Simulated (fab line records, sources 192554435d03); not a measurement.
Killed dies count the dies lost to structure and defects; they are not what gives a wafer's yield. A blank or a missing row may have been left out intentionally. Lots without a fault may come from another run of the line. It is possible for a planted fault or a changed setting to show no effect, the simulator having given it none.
Split-lot experiment -- flow n5-finfet -- route with 1938 steps; 7 lots, 21 wafers read

ON THE SPLIT
At N5_BEOL_M1_EXPOSE_08 (exposes mask M1), the setting dose-mj was moved away from the recipe's 33 on 11 of the 21 wafers read, by -7.2% to +7.0%. For the rest of the wafers, this setting stayed at what the recipe calls for.

FROM THE SPLIT TO THE READING: what the file shows between them, 16 steps
- N5_BEOL_M1_PEB_09: peb time 60 s
- N5_BEOL_M1_DEVELOP_10: develop time 30 s
- N5_BEOL_M1_CD_MEAS_11: target cd 17.05 nm
- N5_BEOL_M1_DESCUM_16: chemistry O2, time 7 s
- N5_BEOL_M1_ETCH_74: etches underlayer in N2/H2, target depth 6.5 nm, time 5.2 s
- N5_BEOL_M1_ETCH_63: etches SiARC in CF4, target depth 15.6 nm, time 26 s
- N5_BEOL_M1_ETCH_64: etches SOC in N2/H2, target depth 75 nm, overetch 15 nm, time 112.5 s
- N5_BEOL_M1_STRIP_65: strips in N2/H2
- N5_BEOL_M1_STRIP_75: strips in N2/H2
- N5_BEOL_M1_HM_OPEN_17: chemistry Cl2/BCl3, target TiN, target depth 20 nm, overetch 6 nm
- N5_BEOL_M1_STRIP_19: strips in O2
- N5_BEOL_M1_CD_MEAS_18: pitch 36 nm, target cd 18 nm
- N5_BEOL_M1_COAT_67: time 60 s, resist thk 60 nm
- N5_BEOL_M1_COAT_68: time 60 s, resist thk 12 nm
- N5_BEOL_M1_PRECLEAN_42: cleans in residue remover, time 60 s
- N5_BEOL_M1_SRD_43: time 30 s

THE READING
cd-nm, in nm, at N5_BEOL_M1_CD_MEAS_35 (target cd 18 nm, target cd y 21 nm). Fault-free wafers of this fab line usually give 18.10 nm, standard deviation 0.28 nm.

wafer,"tool, chamber at the split",dose-mj as run,against the recipe,"cd-nm, nm",against lot-mates on the recipe
L075.1,"euv-scanner-01, 0",33,recipe,18.23,-
L075.3,"euv-scanner-01, 0",32,-3.0%,17.29,-0.94
L075.4,"euv-scanner-01, 0",32,-3.0%,17.45,-0.78
L076.1,"euv-scanner-02, 0",33,recipe,17.79,-
L076.2,"euv-scanner-02, 0",33,recipe,18.02,-
L076.6,"euv-scanner-02, 0",34.04,+3.2%,19.02,+1.11
L081.1,"euv-scanner-01, 0",30.61,-7.2%,16.38,-2.18
L081.3,"euv-scanner-01, 0",30.61,-7.2%,16.39,-2.17
L081.6,"euv-scanner-01, 0",33,recipe,18.56,-
L083.1,"euv-scanner-02, 0",33,recipe,18.33,-
L083.3,"euv-scanner-02, 0",33,recipe,17.90,-
L083.4,"euv-scanner-02, 0",33,recipe,18.08,-
L086.1,"euv-scanner-02, 0",31.4,-4.8%,17.18,-1.27
L086.3,"euv-scanner-02, 0",33,recipe,18.27,-
L086.5,"euv-scanner-02, 0",33,recipe,18.64,-
L095.2,"euv-scanner-01, 0",33,recipe,17.96,-
L095.5,"euv-scanner-01, 0",35.3,+7.0%,19.14,+1.18
L095.6,"euv-scanner-01, 0",35.3,+7.0%,19.60,+1.64
L096.2,"euv-scanner-02, 0",34.51,+4.6%,19.26,no lot-mate on the recipe
L096.3,"euv-scanner-02, 0",34.51,+4.6%,18.40,no lot-mate on the recipe
L096.6,"euv-scanner-02, 0",34.51,+4.6%,18.56,no lot-mate on the recipe

THE FIT
A straight line over all 21 wafers: cd-nm changes by +0.2 nm for each +1% of dose-mj; r = +0.94; the points scatter about the line by 0.31 nm.
The same after taking each lot's own level away (the mean of its wafers on the recipe; 18 wafers): +0.258 nm for each +1%; r = +0.98; scatter 0.23 nm.
That fit puts the effect of the largest move of dose-mj on the reading at 1.9 nm.
The lots' own levels span 17.905 to 18.560 nm, that is 2.3 times the standard deviation above.
So the lot-to-lot level changes the slope: the two fits differ.
Check: for one of the wafers moved furthest among these (-7.2%), held out of the fit, the line's prediction against its lot-mates is -1.86 nm. Against them it came out at -2.18 nm.

THE OTHER SPLITS THESE WAFERS WENT THROUGH
Note: prior to the reading, these wafers also went through further splits. Each is held against what the fit with the lots' levels taken away leaves over:
other split on the same wafers,wafers away from the commonest value,r with cd-nm (lot level and that fit taken away)
N5_BEOL_M0_SAQP_HM_DEP_02 target-thk-a,8,-0.13
N5_BEOL_M0_SAQP_CUT_ETCH_46 time-s,10,+0.36
N5_BEOL_M0_CUTY_COAT_51 spin-rpm,5,+0.13
N5_BEOL_M1_COAT_61 spin-rpm,9,+0.17

THE WHOLE CHAIN: every reading that the file lists as answering this split, in the file's order
step,what it does,reading,change (the file's fit),r (the file's)
N5_BEOL_M1_CD_MEAS_11,target cd 17.05 nm,cd-nm,+0.199 nm for each +1% of the setting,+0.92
N5_BEOL_M1_ETCH_74,"etches underlayer in N2/H2, target depth 6.5 nm, time 5.2 s","BEOL_M1.cd-offset-nm (the simulator's own value, which no gauge read)",+0.194 nm for each +1% of the setting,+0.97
N5_BEOL_M1_ETCH_63,"etches SiARC in CF4, target depth 15.6 nm, time 26 s","BEOL_M1.cd-offset-nm (the simulator's own value, which no gauge read)",+0.209 nm for each +1% of the setting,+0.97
N5_BEOL_M1_CD_MEAS_18,"pitch 36 nm, target cd 18 nm",cd-nm,+0.218 nm for each +1% of the setting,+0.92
N5_BEOL_M1_CD_MEAS_35,"target cd 18 nm, target cd y 21 nm",cd-nm,+0.264 nm for each +1% of the setting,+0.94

FILE'S OWN FIT
cd-nm changes by +0.264 nm for each +1% of dose-mj, r = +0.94.
